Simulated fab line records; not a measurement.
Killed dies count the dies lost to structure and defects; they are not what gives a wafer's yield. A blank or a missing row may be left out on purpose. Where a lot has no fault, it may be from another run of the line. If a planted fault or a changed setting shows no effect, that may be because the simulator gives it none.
Struck lot and sound lot, side by side | flow nand_harc | 15 out of 1302 route steps
Sound: wafers L869.3, L869.4, L869.5. Struck: wafer L880.4 (left out: L880.2, L880.5 of the same lot, which were not struck); the cause appears at the end.
Each step with rows lists, per side, the tool, then ch with its chambers, then its first start. Under that, the readings that differ: sound wafers | struck wafers | difference of the means | sigmas: that difference in standard deviations of wafers without a fault.
alike: readings whose means differ by less than 2 such deviations, and words and numbers that are the same on both sides. not compared: withheld readings, readings that some wafer has no value for, bounds like >300 that may hide the same value, and numbers for which the record gives no deviation and whose values overlap.
A row with sigmas, a row that says differs or no value, or rows on one side alone: a step with any of these is where the two part. Numbers that have no deviation but don't overlap get no sigmas and don't part them. Lack of a reading on every wafer of one side parts them only where that side has two or more wafers.

first, 7 steps without rows for these wafers: NHARC_P_CONTACT_COAT_34 (time 65 s); NHARC_P_CONTACT_COAT_06 (resist thk 90 nm); NHARC_P_CONTACT_SOFTBAKE_07 (time 55 s); NHARC_P_CONTACT_EBR_08; NHARC_P_CONTACT_EXPOSE_09 (exposes mask P CA, target cd 90 nm); NHARC_P_CONTACT_PEB_10 (peb time 65 s); NHARC_P_CONTACT_DEVELOP_11 (develop time 35 s).
NHARC_P_CONTACT_CD_MEAS_12: target cd 90 nm.
  sound on cd_sem-01 ch 0, day 7 08:48; struck on cd_sem-02 ch 0, day 11 18:43
  alike: cd_nm
NHARC_P_CONTACT_OVL_MEAS_13:
  struck on overlay-01, day 11 18:48; sound on overlay-01, day 7 08:53
  alike: overlay_x_nm, overlay_y_nm
NHARC_P_CONTACT_INSPECT_14:
  struck on defect_inspect-01, day 11 18:50; sound on defect_inspect-02, day 7 08:55
  alike: raw_defect_count
NHARC_P_CONTACT_DESCUM_17: chemistry O2, time 3 s.
  sound on rie_diel-07 ch 1,2, day 7 09:01; struck on rie_diel-06 ch 2, day 11 18:54
  alike: drypump_motor_current_A, oes_product_au, rf_vpp_V, showerhead_plenum_p_Torr, throttle_valve_pct
  not compared: rf_hours_counter_h
NHARC_P_CONTACT_ETCH_35: etches the open film in CF4, target depth 39 nm, time 65 s.
  sound on rie_diel-07 ch 2,3, day 7 09:05; struck on rie_diel-06 ch 2, day 11 18:59
  reading               | sound             | struck | difference | sigmas
  oes_product_au (a.u.) | 0.991 0.986 0.994 | 1.016  | +0.026     | +3
  alike: drypump_motor_current_A, rf_vpp_V, showerhead_plenum_p_Torr, throttle_valve_pct
  not compared: rf_hours_counter_h
NHARC_P_CONTACT_ETCH_36: etches the open film in N2/H2, target depth 260 nm, time 406.25 s.
  sound on rie_diel-07 ch 1,2,3, day 7 09:14; struck on rie_diel-06 ch 1, day 11 19:04
  reading               | sound             | struck | difference | sigmas
  oes_product_au (a.u.) | 0.998 0.989 1.000 | 0.847  | -0.149     | -12
  alike: drypump_motor_current_A, n2_flow_sccm, rf_vpp_V, showerhead_plenum_p_Torr, throttle_valve_pct
  not compared: rf_hours_counter_h
NHARC_P_CONTACT_ETCH_18: etches the open film in C4F8/O2/Ar, target depth 481 nm, time 240.5 s.
  sound on rie_diel-07 ch 1,2; struck on rie_diel-06 ch 3
  alike: oes_product_au, rf_vpp_V
  not compared: rf_hours_counter_h
-- record jumps: 18 days between struck wafers' starts before vs after; left off in module P_CONTACT, resumes in module END, first step shown is number 1302 of the route --
NHARC_END_SORT_01:
  sound on prober-02 ch 0, day 26 00:18; struck on prober-02 ch 0, day 30 04:23
  reading             | sound    | struck | difference | sigmas
  killed_at_periphery | 1 8 2    | 474    | +470       | +99 or more
  killed_dies         | 75 58 77 | 516    | +446       | +26
  killed_short        | 4 3 5    | 1      | -3         | -2
  alike: killed_at_array, killed_at_other, killed_open

== WHERE THEY PART ==
Last at NHARC_END_SORT_01 as far as this record goes, first at NHARC_P_CONTACT_ETCH_35.

WHY: what had been put in by the simulator
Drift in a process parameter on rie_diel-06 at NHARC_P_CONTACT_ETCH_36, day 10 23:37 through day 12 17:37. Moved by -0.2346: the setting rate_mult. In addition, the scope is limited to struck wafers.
